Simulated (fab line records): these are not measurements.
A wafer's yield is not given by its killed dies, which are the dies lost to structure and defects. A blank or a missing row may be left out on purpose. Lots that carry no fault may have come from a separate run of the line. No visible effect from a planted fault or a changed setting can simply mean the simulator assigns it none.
A lot that was struck, set against a sound lot -- flow n5 finfet -- 17 out of 1938 route steps
Sound: the wafers L190.1, L190.4, L190.5. Struck: wafers L197.4, L197.5. (L197.6 of the same lot was not struck and is left out.) The cause comes at the end.
Per side, at each step with rows, come the tool, then ch with its chambers, and then its first start. Under that, the readings that differ: sound wafers -- struck wafers -- difference of the means -- sigmas: that difference in standard deviations of wafers without a fault.
alike: same words and numbers on both sides, and readings whose means sit less than 2 such deviations apart. not compared: any withheld reading, any reading some wafer has no value for, any bound like >300 that may hide the same value, and any number with overlapping values for which the record gives no deviation.
The two part at a step that has a row with sigmas, a row that says differs or no value, or rows on one side only. Non-overlapping numbers with no deviation appear without sigmas and do not part them. A reading missing from all wafers of one side parts the sides only when that side holds two or more wafers.

N5_BEOL_M5_ALD_86: deposits TaN, pulse time 2 s, purge time 3 s, co reactant purge time 2 s.
  sound on ald metal-04 ch 0,2,3, day 10 07:33; struck on ald metal-01 ch 0,3, day 11 17:50
  alike: heater power w, precursor vessel temp c
  not compared: since wet clean h
N5_BEOL_M5_SURFACE_TREAT_87:
  sound on pvd sputter-01 at day 10 07:50; struck on pvd sputter-03 at day 11 18:20
  not compared: throttle valve pct
then, 2 steps without rows for these wafers: N5_BEOL_M5_CVD_47 (deposits Co from CCTBA/H2, target thk 3 nm, time 216 s); N5_BEOL_M5_SPUTTER_48 (material Cu, target thk 15 nm, time 27.62 s).
N5_BEOL_M5_ANNEAL_49: time 1800 s.
  sound on pvd sputter-01 at day 10 08:23; struck on pvd sputter-03 at day 11 18:56
  alike: heater power w
then, 2 steps without rows for these wafers: N5_BEOL_M5_SPUTTER_81 (material Cu, target thk 15 nm, time 27.62 s); N5_BEOL_M5_ANNEAL_82 (time 1800 s).
N5_BEOL_M5_SPUTTER_83: material Cu, target thk 15 nm, time 27.62 s.
  sound on pvd sputter-01 at day 10 10:28; struck on pvd sputter-03 at day 11 21:01
  alike: chamber pressure pa, substrate temp c, throttle valve pct
then, 1 step without rows for these wafers: N5_BEOL_M5_ANNEAL_84 (time 1800 s).
N5_BEOL_M5_SPUTTER_88: material Cu, target thk 15 nm, time 27.62 s.
  sound on pvd sputter-01 at day 10 11:34; struck on pvd sputter-03 at day 11 22:07
  alike: chamber pressure pa, substrate temp c, throttle valve pct
then, 2 steps without rows for these wafers: N5_BEOL_M5_ANNEAL_89 (time 1800 s); N5_BEOL_M5_SPUTTER_90 (material Cu, target thk 4.5 nm, time 8.29 s).
N5_BEOL_M5_ECD_50: material Cu, target thk 300 nm.
  sound on ecd cu-01 ch 0,1, day 10 12:46; struck on ecd cu-01 ch 0,1, day 11 23:20
reading,sound,struck,difference,sigmas
model.Cu_of_BEOL_M5_ECD_50.thk nm (nm),300 300 299.8,181.2 182.4,-118.1,
then, 1 step without rows for these wafers: N5_BEOL_M5_ANNEAL_51 (time 90 s).
N5_BEOL_M5_CMP_52: polishes, stops on SiCOH lowk, t overpolish 6.9 s, target thk 62 nm.
  sound on cmp-03 ch 0,2,3, day 10 13:08; struck on cmp-03 ch 0,3, day 11 23:44
reading,sound,struck,difference,sigmas
time to endpoint s (s),55 59 60,39 41,-18,-5
  alike: motor current A
N5_BEOL_M5_THK_MEAS_53: measures by xrf.
  sound on film metro-02 at day 10 13:26; struck on film metro-02 at day 11 23:59
reading,sound,struck,difference,sigmas
M5_THK (nm),64.6 62.3 62.4,57.6 58.4,-5.1,-2
N5_PASSIVATION_PROBE_49:
  the record has rows for the sound wafers here (prober-01, day 14 07:09) and none for the struck ones

== WHERE THEY PART ==
First at N5_BEOL_M5_CMP_52; last, within this record, at N5_PASSIVATION_PROBE_49.

WHY: what had been put in by the simulator
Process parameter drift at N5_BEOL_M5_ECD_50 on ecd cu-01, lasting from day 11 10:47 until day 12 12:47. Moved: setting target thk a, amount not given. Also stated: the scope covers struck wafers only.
